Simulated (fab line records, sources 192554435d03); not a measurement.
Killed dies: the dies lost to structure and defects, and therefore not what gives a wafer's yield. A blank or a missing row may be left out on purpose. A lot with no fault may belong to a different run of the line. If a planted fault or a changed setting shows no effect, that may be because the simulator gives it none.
One fault through the eyes of 3 desks	flow n5Finfet	each desk has only its own numbers; what lay behind them comes last

THE DEFECT DESK
Inspection counts along the route, by lot: the mean over sampled wafers that carry a number. Marked OUT: a lot whose mean sits more than 4 standard deviations from the usual mean, which makes it out of limits; the brackets give that distance.
Columns: A = rawDefectCount at N5_BEOL_M2_INSPECT_13, usual 399
lot	first seen here	A
L538	day 7 01:14	371
L539	day 7 02:26	413
L540	day 7 02:37	632
L541	day 7 04:46	425
L548	day 9 06:53	329
L552	day 10 10:09	358
L553	day 10 14:42	340
L554	day 10 22:40	353
L557	day 11 11:11	356
L558	day 11 14:09	395
L559	day 12 02:49	363
Finding of this desk: none of the 11 lots has anything out of limits.

AT THE TOOL OWNER'S DESK: lithoTrack-01
The tool's own readings at N5_BEOL_M2_COAT_05 (resist thk 30 nm): means of the sampled wafers that have a number, for each lot that ran on this tool. Marked OUT: a lot whose mean sits more than 4 standard deviations from the usual mean, which makes it out of limits; the brackets give that distance.
Columns: A = dispensePressureKPa at N5_BEOL_M2_COAT_05, usual 47 kPa; B = spinSpeedRpm at N5_BEOL_M2_COAT_05, usual 1500.1 rpm
lot	first seen here	A	B
L538	day 7 00:53	45	1499.7
L539	day 7 02:05	45	1500.5
L540	day 7 02:16	45	1417.8 (-90) OUT
L541	day 7 04:25	45	1418.0 (-90) OUT
L552	day 10 09:41	44	1500.4
L553	day 10 14:21	44	1499.3
L558	day 11 13:48	44	1500.1
L559	day 12 02:17	44	1498.6
This desk's finding: out of limits on L540, L541; first on L540, day 7 02:16 (spinSpeedRpm at N5_BEOL_M2_COAT_05). L538, L539, L552, L553, L558, L559: within limits.

FROM THE METROLOGY DESK
Lot by lot, what the gauges showed, no matter which tool ran the lot: averages of those sampled wafers that carry a number. Marked OUT: a lot whose mean sits more than 4 standard deviations from the usual mean, which makes it out of limits; the brackets give that distance. 7 of its 11 readings are shown, namely those furthest out on some lot.
Columns: A = DIBL_N at N5_BEOL_M4_RC_MEAS_101, usual 36.3 mV/V; B = DIBL_P at N5_BEOL_M4_RC_MEAS_101, usual 36.5 mV/V; C = IOFF_N at N5_BEOL_M4_RC_MEAS_101, usual 0.16 nA/um; D = ION_N at N5_BEOL_M4_RC_MEAS_101, usual 675 uA/um; E = SS_N at N5_BEOL_M4_RC_MEAS_101, usual 71.6 mV/dec; F = VT_N at N5_BEOL_M4_RC_MEAS_101, usual 249 mV; G = VT_P at N5_BEOL_M4_RC_MEAS_101, usual -250 mV
lot	first seen here	A	B	C	D	E	F	G
L538	day 7 01:09	35.3	35.8	0.16	676	71.7	249	-248
L539	day 7 02:21	36.4	36.9	0.15	673	71.3	250	-250
L540	day 7 02:32	35.1	35.3	0.13	680	71.2	253	-254
L541	day 7 04:40	37.4	37.2	0.17	675	72.1	248	-246
L548	day 9 06:47	35.2	35.0	0.15	669	71.2	250	-252
L552	day 10 10:04	38.1	37.4	0.19	679	72.2	248	-247
L553	day 10 14:37	38.3	37.7	0.16	667	72.4	251	-254
L554	day 10 22:35	36.1	34.6	0.15	685	71.3	247	-245
L557	day 11 11:07	34.3	33.9	0.14	677	71.5	249	-252
L558	day 11 14:04	38.6	39.2	0.24	700	72.6	243	-250
L559	day 12 02:44	37.0	36.1	0.15	671	71.6	250	-253
Finding of this desk: none of the 11 lots has anything out of limits.

TAKEN TOGETHER
The tool owner's desk had the chance to raise an alarm at day 7 02:16 on L540, L541.
The defect desk saw nothing out of limits.
At the metrology desk, nothing out of limits was observed.
The defect desk has L540, L541 on record, within its limits.
The metrology desk has L540, L541 on record, within its limits.
Every lot named ran N5_BEOL_M2_COAT_05 on lithoTrack-01.

WHAT THE SIMULATOR HAD PUT IN
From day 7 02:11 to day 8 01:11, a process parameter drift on lithoTrack-01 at N5_BEOL_M2_COAT_05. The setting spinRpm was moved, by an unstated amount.
Struck lots among those shown: L540, L541.
Hours from the fault's start to each desk's first reading out of limits: the tool owner's desk, 0.
